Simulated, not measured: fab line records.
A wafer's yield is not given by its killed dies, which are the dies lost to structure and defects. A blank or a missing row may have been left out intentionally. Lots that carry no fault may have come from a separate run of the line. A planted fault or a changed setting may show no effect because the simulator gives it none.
Split-lot experiment || flow n5Finfet || on a route of 1938 steps: 7 lots, 39 wafers read

THE SPLIT
At N5_MOL_CONTACT_COAG_SPUTTER_130 (material Co, target thk 47.5 nm), the setting powerW was moved away from the recipe's 3000 W on 18 of the 39 wafers read, by -18.3% to +11.6%. All remaining wafers had this setting at the recipe value.

The reading comes from the split's own step.

THE READING
Co_of_MOL_CONTACT_COAG_SPUTTER_130.thkNm (the simulator's own value, which no gauge read), in nm, at N5_MOL_CONTACT_COAG_SPUTTER_130 (material Co, target thk 47.5 nm). The file does not state a usual value for it. Average 47.3 nm, standard deviation 0.39 nm, over the 21 wafers here run with the recipe.

{"wafer": "L076.1", "tool, chamber at the split": "pvdSputter-01, -", "powerW as run, W": 2686, "against the recipe": "-10.5%", "Co_of_MOL_CONTACT_COAG_SPUTTER_130.thkNm, nm": 42.6, "against lot-mates on the recipe": -4.9}
{"wafer": "L076.2", "tool, chamber at the split": "pvdSputter-01, -", "powerW as run, W": 3000, "against the recipe": "recipe", "Co_of_MOL_CONTACT_COAG_SPUTTER_130.thkNm, nm": 47.6, "against lot-mates on the recipe": "-"}
{"wafer": "L076.3", "tool, chamber at the split": "pvdSputter-01, -", "powerW as run, W": 2686, "against the recipe": "-10.5%", "Co_of_MOL_CONTACT_COAG_SPUTTER_130.thkNm, nm": 42.4, "against lot-mates on the recipe": -5.1}
{"wafer": "L076.4", "tool, chamber at the split": "pvdSputter-01, -", "powerW as run, W": 2686, "against the recipe": "-10.5%", "Co_of_MOL_CONTACT_COAG_SPUTTER_130.thkNm, nm": 42.4, "against lot-mates on the recipe": -5.1}
{"wafer": "L076.5", "tool, chamber at the split": "pvdSputter-01, -", "powerW as run, W": 3000, "against the recipe": "recipe", "Co_of_MOL_CONTACT_COAG_SPUTTER_130.thkNm, nm": 47.8, "against lot-mates on the recipe": "-"}
{"wafer": "L076.6", "tool, chamber at the split": "pvdSputter-01, -", "powerW as run, W": 3000, "against the recipe": "recipe", "Co_of_MOL_CONTACT_COAG_SPUTTER_130.thkNm, nm": 47.2, "against lot-mates on the recipe": "-"}
{"wafer": "L078.1", "tool, chamber at the split": "pvdSputter-02, -", "powerW as run, W": 3000, "against the recipe": "recipe", "Co_of_MOL_CONTACT_COAG_SPUTTER_130.thkNm, nm": 47.2, "against lot-mates on the recipe": "-"}
{"wafer": "L078.2", "tool, chamber at the split": "pvdSputter-02, -", "powerW as run, W": 2728, "against the recipe": "-9.1%", "Co_of_MOL_CONTACT_COAG_SPUTTER_130.thkNm, nm": 43.4, "against lot-mates on the recipe": -4.1}
{"wafer": "L078.3", "tool, chamber at the split": "pvdSputter-02, -", "powerW as run, W": 2728, "against the recipe": "-9.1%", "Co_of_MOL_CONTACT_COAG_SPUTTER_130.thkNm, nm": 42.8, "against lot-mates on the recipe": -4.7}
{"wafer": "L078.4", "tool, chamber at the split": "pvdSputter-02, -", "powerW as run, W": 3000, "against the recipe": "recipe", "Co_of_MOL_CONTACT_COAG_SPUTTER_130.thkNm, nm": 47.8, "against lot-mates on the recipe": "-"}
{"wafer": "L078.5", "tool, chamber at the split": "pvdSputter-02, -", "powerW as run, W": 3000, "against the recipe": "recipe", "Co_of_MOL_CONTACT_COAG_SPUTTER_130.thkNm, nm": 47.4, "against lot-mates on the recipe": "-"}
{"wafer": "L078.6", "tool, chamber at the split": "pvdSputter-02, -", "powerW as run, W": 2728, "against the recipe": "-9.1%", "Co_of_MOL_CONTACT_COAG_SPUTTER_130.thkNm, nm": 43.2, "against lot-mates on the recipe": -4.3}
{"wafer": "L083.1", "tool, chamber at the split": "pvdSputter-01, -", "powerW as run, W": 3214, "against the recipe": "+7.1%", "Co_of_MOL_CONTACT_COAG_SPUTTER_130.thkNm, nm": 50.6, "against lot-mates on the recipe": "+3.2"}
{"wafer": "L083.2", "tool, chamber at the split": "pvdSputter-01, -", "powerW as run, W": 3000, "against the recipe": "recipe", "Co_of_MOL_CONTACT_COAG_SPUTTER_130.thkNm, nm": 47, "against lot-mates on the recipe": "-"}
{"wafer": "L083.3", "tool, chamber at the split": "pvdSputter-01, -", "powerW as run, W": 3214, "against the recipe": "+7.1%", "Co_of_MOL_CONTACT_COAG_SPUTTER_130.thkNm, nm": 51, "against lot-mates on the recipe": "+3.6"}
{"wafer": "L083.4", "tool, chamber at the split": "pvdSputter-01, -", "powerW as run, W": 3000, "against the recipe": "recipe", "Co_of_MOL_CONTACT_COAG_SPUTTER_130.thkNm, nm": 47.4, "against lot-mates on the recipe": "-"}
{"wafer": "L083.5", "tool, chamber at the split": "pvdSputter-01, -", "powerW as run, W": 3214, "against the recipe": "+7.1%", "Co_of_MOL_CONTACT_COAG_SPUTTER_130.thkNm, nm": 50.8, "against lot-mates on the recipe": "+3.4"}
{"wafer": "L083.6", "tool, chamber at the split": "pvdSputter-01, -", "powerW as run, W": 3000, "against the recipe": "recipe", "Co_of_MOL_CONTACT_COAG_SPUTTER_130.thkNm, nm": 47.8, "against lot-mates on the recipe": "-"}
{"wafer": "L090.1", "tool, chamber at the split": "pvdSputter-01, -", "powerW as run, W": 3000, "against the recipe": "recipe", "Co_of_MOL_CONTACT_COAG_SPUTTER_130.thkNm, nm": 46.2, "against lot-mates on the recipe": "-"}
{"wafer": "L090.2", "tool, chamber at the split": "pvdSputter-01, -", "powerW as run, W": 3283, "against the recipe": "+9.4%", "Co_of_MOL_CONTACT_COAG_SPUTTER_130.thkNm, nm": 51.4, "against lot-mates on the recipe": "+4.7"}
{"wafer": "L090.6", "tool, chamber at the split": "pvdSputter-01, -", "powerW as run, W": 3283, "against the recipe": "+9.4%", "Co_of_MOL_CONTACT_COAG_SPUTTER_130.thkNm, nm": 51.4, "against lot-mates on the recipe": "+4.7"}
{"wafer": "L090.3", "tool, chamber at the split": "pvdSputter-01, -", "powerW as run, W": 3000, "against the recipe": "recipe", "Co_of_MOL_CONTACT_COAG_SPUTTER_130.thkNm, nm": 47, "against lot-mates on the recipe": "-"}
{"wafer": "L090.4", "tool, chamber at the split": "pvdSputter-01, -", "powerW as run, W": 3000, "against the recipe": "recipe", "Co_of_MOL_CONTACT_COAG_SPUTTER_130.thkNm, nm": 46.8, "against lot-mates on the recipe": "-"}
{"wafer": "L090.5", "tool, chamber at the split": "pvdSputter-01, -", "powerW as run, W": 3283, "against the recipe": "+9.4%", "Co_of_MOL_CONTACT_COAG_SPUTTER_130.thkNm, nm": 50.8, "against lot-mates on the recipe": "+4.1"}
{"wafer": "L091.1", "tool, chamber at the split": "pvdSputter-01, -", "powerW as run, W": 3000, "against the recipe": "recipe", "Co_of_MOL_CONTACT_COAG_SPUTTER_130.thkNm, nm": 46.8, "against lot-mates on the recipe": "-"}
{"wafer": "L091.2", "tool, chamber at the split": "pvdSputter-01, -", "powerW as run, W": 3347, "against the recipe": "+11.6%", "Co_of_MOL_CONTACT_COAG_SPUTTER_130.thkNm, nm": 53.2, "against lot-mates on the recipe": "+6.1"}
{"wafer": "L091.6", "tool, chamber at the split": "pvdSputter-01, -", "powerW as run, W": 3347, "against the recipe": "+11.6%", "Co_of_MOL_CONTACT_COAG_SPUTTER_130.thkNm, nm": 53.2, "against lot-mates on the recipe": "+6.1"}
{"wafer": "L091.3", "tool, chamber at the split": "pvdSputter-01, -", "powerW as run, W": 3000, "against the recipe": "recipe", "Co_of_MOL_CONTACT_COAG_SPUTTER_130.thkNm, nm": 47.2, "against lot-mates on the recipe": "-"}
{"wafer": "L091.4", "tool, chamber at the split": "pvdSputter-01, -", "powerW as run, W": 3000, "against the recipe": "recipe", "Co_of_MOL_CONTACT_COAG_SPUTTER_130.thkNm, nm": 47.4, "against lot-mates on the recipe": "-"}
{"wafer": "L091.5", "tool, chamber at the split": "pvdSputter-01, -", "powerW as run, W": 3347, "against the recipe": "+11.6%", "Co_of_MOL_CONTACT_COAG_SPUTTER_130.thkNm, nm": 52.8, "against lot-mates on the recipe": "+5.7"}
{"wafer": "L093.1", "tool, chamber at the split": "pvdSputter-03, -", "powerW as run, W": 2451, "against the recipe": "-18.3%", "Co_of_MOL_CONTACT_COAG_SPUTTER_130.thkNm, nm": 38.8, "against lot-mates on the recipe": -8.8}
{"wafer": "L093.2", "tool, chamber at the split": "pvdSputter-03, -", "powerW as run, W": 2451, "against the recipe": "-18.3%", "Co_of_MOL_CONTACT_COAG_SPUTTER_130.thkNm, nm": 38.6, "against lot-mates on the recipe": -9.0}
{"wafer": "L093.3", "tool, chamber at the split": "pvdSputter-03, -", "powerW as run, W": 3000, "against the recipe": "recipe", "Co_of_MOL_CONTACT_COAG_SPUTTER_130.thkNm, nm": 47.6, "against lot-mates on the recipe": "-"}
{"wafer": "L093.5", "tool, chamber at the split": "pvdSputter-03, -", "powerW as run, W": 3000, "against the recipe": "recipe", "Co_of_MOL_CONTACT_COAG_SPUTTER_130.thkNm, nm": 47.6, "against lot-mates on the recipe": "-"}
{"wafer": "L093.6", "tool, chamber at the split": "pvdSputter-03, -", "powerW as run, W": 3000, "against the recipe": "recipe", "Co_of_MOL_CONTACT_COAG_SPUTTER_130.thkNm, nm": 47.6, "against lot-mates on the recipe": "-"}
{"wafer": "L093.4", "tool, chamber at the split": "pvdSputter-03, -", "powerW as run, W": 2451, "against the recipe": "-18.3%", "Co_of_MOL_CONTACT_COAG_SPUTTER_130.thkNm, nm": 39.2, "against lot-mates on the recipe": -8.4}
{"wafer": "L097.1", "tool, chamber at the split": "pvdSputter-03, -", "powerW as run, W": 3000, "against the recipe": "recipe", "Co_of_MOL_CONTACT_COAG_SPUTTER_130.thkNm, nm": 47.6, "against lot-mates on the recipe": "-"}
{"wafer": "L097.4", "tool, chamber at the split": "pvdSputter-03, -", "powerW as run, W": 3000, "against the recipe": "recipe", "Co_of_MOL_CONTACT_COAG_SPUTTER_130.thkNm, nm": 47.4, "against lot-mates on the recipe": "-"}
{"wafer": "L097.5", "tool, chamber at the split": "pvdSputter-03, -", "powerW as run, W": 3000, "against the recipe": "recipe", "Co_of_MOL_CONTACT_COAG_SPUTTER_130.thkNm, nm": 47.2, "against lot-mates on the recipe": "-"}

FIT RESULTS
A straight line over all 39 wafers: Co_of_MOL_CONTACT_COAG_SPUTTER_130.thkNm changes by +0.464 nm for each +1% of powerW; r = +0.99; the points scatter about the line by 0.38 nm.
The same after taking each lot's own level away (the mean of its wafers on the recipe; 39 wafers): +0.485 nm for each +1%; r = +1.00; scatter 0.26 nm.
That fit puts the effect of the largest move of powerW on the reading at 8.9 nm.
Measured against the standard deviation above, the lots' own levels, which go from 46.67 to 47.60 nm, span 2.4 times it.
The two slopes agree, so the slope changes little with the lot-to-lot level.
Check: for one of the wafers moved furthest among these (-18.3%), held out of the fit, the line's prediction against its lot-mates is -8.85 nm. Against them it came out at -8.8 nm.

FURTHER SPLITS ON THESE WAFERS
Note: prior to the reading, these wafers also went through further splits. Each is held against what the fit with the lots' levels taken away leaves over:
{"other split on the same wafers": "N5_WELL_APT_EXPOSE_05 doseMj", "wafers away from the commonest value": 12, "r with Co_of_MOL_CONTACT_COAG_SPUTTER_130.thkNm (lot level and that fit taken away)": "+0.04"}
{"other split on the same wafers": "N5_DUMMY_GATE_ETCH_37 sourceW", "wafers away from the commonest value": 9, "r with Co_of_MOL_CONTACT_COAG_SPUTTER_130.thkNm (lot level and that fit taken away)": "+0.18"}
{"other split on the same wafers": "N5_DUMMY_GATE_ETCH_32 timeS", "wafers away from the commonest value": 18, "r with Co_of_MOL_CONTACT_COAG_SPUTTER_130.thkNm (lot level and that fit taken away)": -0.05}
{"other split on the same wafers": "N5_SD_EPI_P_EPI_21 epiGrowthTimeS", "wafers away from the commonest value": 12, "r with Co_of_MOL_CONTACT_COAG_SPUTTER_130.thkNm (lot level and that fit taken away)": "+0.05"}
{"other split on the same wafers": "N5_MOL_CONTACT_COAG_ETCH_106 targetDepthA", "wafers away from the commonest value": 15, "r with Co_of_MOL_CONTACT_COAG_SPUTTER_130.thkNm (lot level and that fit taken away)": "+0.04"}

THE FILE'S OWN FIT
Co_of_MOL_CONTACT_COAG_SPUTTER_130.thkNm changes by +0.485 nm for each +1% of powerW, r = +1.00.
